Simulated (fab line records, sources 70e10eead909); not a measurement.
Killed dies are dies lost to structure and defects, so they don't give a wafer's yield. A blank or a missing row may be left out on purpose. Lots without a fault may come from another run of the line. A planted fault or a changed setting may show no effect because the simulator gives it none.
Chamber matching | flow nand_harc | NHARC_A_CONTACT_DESCUM_74 on rie_diel-07: 4 sister chambers
The step chemistry O2, time 3 s. 18 wafers are shown with their chamber, then 9 later ones without.

WAFERS WITH THEIR CHAMBER
wafer  | chamber | showerhead_plenum_p_Torr (Torr) | drypump_motor_current_A (A) | oes_product_au (a.u.)
L157.1 | 3       | 1.78                            | 6.1                         | 0.993
L157.3 | 0       | 1.83                            | 6.5                         | 0.997
L157.4 | 1       | 1.90                            | 5.5                         | 1.011
L160.2 | 2       | 1.90                            | 6.0                         | 0.988
L160.3 | 1       | 1.90                            | 5.5                         | 0.996
L160.6 | 0       | 1.83                            | 6.6                         | 0.998
L161.4 | 3       | 1.78                            | 6.1                         | 0.972
L161.5 | 3       | 1.78                            | 6.1                         | 0.977
L161.6 | 2       | 1.90                            | 5.9                         | 0.991
L168.3 | 0       | 1.82                            | 6.6                         | 0.989
L168.4 | 2       | 1.90                            | 5.9                         | 0.979
L168.5 | 1       | 1.89                            | 5.6                         | 1.007
L171.1 | 3       | 1.78                            | 6.1                         | 0.984
L171.3 | 2       | 1.90                            | 5.9                         | 0.992
L171.6 | 3       | 1.78                            | 6.1                         | 0.985
L172.1 | 3       | 1.77                            | 6.1                         | 0.976
L172.4 | 2       | 1.89                            | 5.9                         | 0.987
L172.5 | 3       | 1.78                            | 6.1                         | 0.973

SIGNATURES (means of the wafers above)
reading                  | chamber 0 | chamber 1 | chamber 2 | chamber 3 | scatter within a chamber
showerhead_plenum_p_Torr | 1.8267    | 1.8967    | 1.8980    | 1.7786    | 0.00462
drypump_motor_current_A  | 6.567     | 5.533     | 5.920     | 6.100     | 0.039
oes_product_au           | 0.99467   | 1.00467   | 0.98740   | 0.98000   | 0.00667
Rule: a wafer's distance from a chamber is the root of the sum, over the readings, of the square of ((its reading less the chamber's mean) divided by the reading's scatter). The wafer belongs to the nearest chamber; if the next one is less than 2 further off, it can't be placed. The scatter: the root of (the sum of the squares of (reading less its chamber's mean) over the shown wafers, divided by (wafers less chambers)).

WAFERS WITHOUT THEIR CHAMBER
wafer  | showerhead_plenum_p_Torr (Torr) | drypump_motor_current_A (A) | oes_product_au (a.u.)
L175.4 | 1.77                            | 6.1                         | 0.975
L175.5 | 1.82                            | 6.6                         | 1.000
L175.6 | 1.77                            | 6.1                         | 0.969
L177.4 | 1.89                            | 5.5                         | 1.003
L177.5 | 1.89                            | 6.0                         | 0.992
L177.6 | 1.89                            | 5.5                         | 1.004
L178.3 | 1.89                            | 5.5                         | 0.989
L178.4 | 1.89                            | 5.9                         | 0.996
L178.5 | 1.89                            | 5.6                         | 1.001

WHICH CHAMBER EACH WENT THROUGH
wafer  | from the rows above | in truth
L175.4 | 3                   | 3
L175.5 | 0                   | 0
L175.6 | 3                   | 3
L177.4 | 1                   | 1
L177.5 | 2                   | 2
L177.6 | 1                   | 1
L178.3 | 1                   | 1
L178.4 | 2                   | 2
L178.5 | 1                   | 1
Placed correctly: 9 of 9. Can't be placed from these rows: 0. Placed wrongly: 0.
